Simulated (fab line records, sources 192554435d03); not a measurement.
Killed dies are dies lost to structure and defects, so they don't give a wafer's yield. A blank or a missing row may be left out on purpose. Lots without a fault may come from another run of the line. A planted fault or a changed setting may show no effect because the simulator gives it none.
Chamber matching | flow n5_finfet | N5_GATE_CUT_CMP_23 on cmp-02: 4 sister chambers
The step polishes, stops on SiO2, t overpolish 23.4 s, target thk 16 nm. 8 wafers are shown with their chamber, then 9 later ones without.

WAFERS WITH THEIR CHAMBER
wafer  | chamber | motor_current_A (A) | time_to_endpoint_s (s)
L074.2 | 0       | 9.6                 | 18.2
L077.6 | 2       | 10.6                | 15.2
L081.1 | 1       | 10.7                | 17.8
L081.3 | 2       | 10.0                | 17.3
L081.6 | 1       | 10.0                | 19.0
L082.3 | 3       | 8.1                 | 16.3
L082.5 | 0       | 9.7                 | 20.6
L082.6 | 3       | 7.8                 | 13.3

WAFERS WITHOUT THEIR CHAMBER
wafer  | motor_current_A (A) | time_to_endpoint_s (s)
L090.2 | 9.8                 | 21.2
L090.3 | 7.9                 | 19.2
L090.4 | 11.0                | 22.0
L094.1 | 9.4                 | 17.5
L094.4 | 10.6                | 20.8
L094.5 | 10.6                | 19.5
L097.3 | 9.9                 | 21.6
L097.5 | 9.7                 | 20.6
L097.6 | 7.5                 | 17.1

WHICH CHAMBER EACH WENT THROUGH
wafer  | from the rows above          | in truth
L090.2 | can't be placed: 0 or 1      | 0
L090.3 | 3                            | 3
L090.4 | can't be placed: 1 or 2 or 0 | 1
L094.1 | can't be placed: 0 or 2 or 1 | 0
L094.4 | can't be placed: 1 or 0 or 2 | 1
L094.5 | can't be placed: 1 or 2 or 0 | 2
L097.3 | can't be placed: 0 or 1 or 2 | 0
L097.5 | can't be placed: 0 or 1      | 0
L097.6 | 3                            | 3
Placed correctly: 2 of 9. Can't be placed from these rows: 7 (the true chamber is among the candidates in 7). Placed wrongly: 0.
How it was worked out, from the rows above alone: a wafer's distance from a chamber is the root of the sum, over the readings, of the square of ((its reading less the chamber's mean) divided by the reading's scatter). The wafer belongs to the nearest chamber; if the next one is less than 2 further off, it can't be placed. A chamber's mean is the mean of its shown wafers. The scatter: the root of (the sum of the squares of (reading less its chamber's mean) over the shown wafers, divided by (wafers less chambers)).
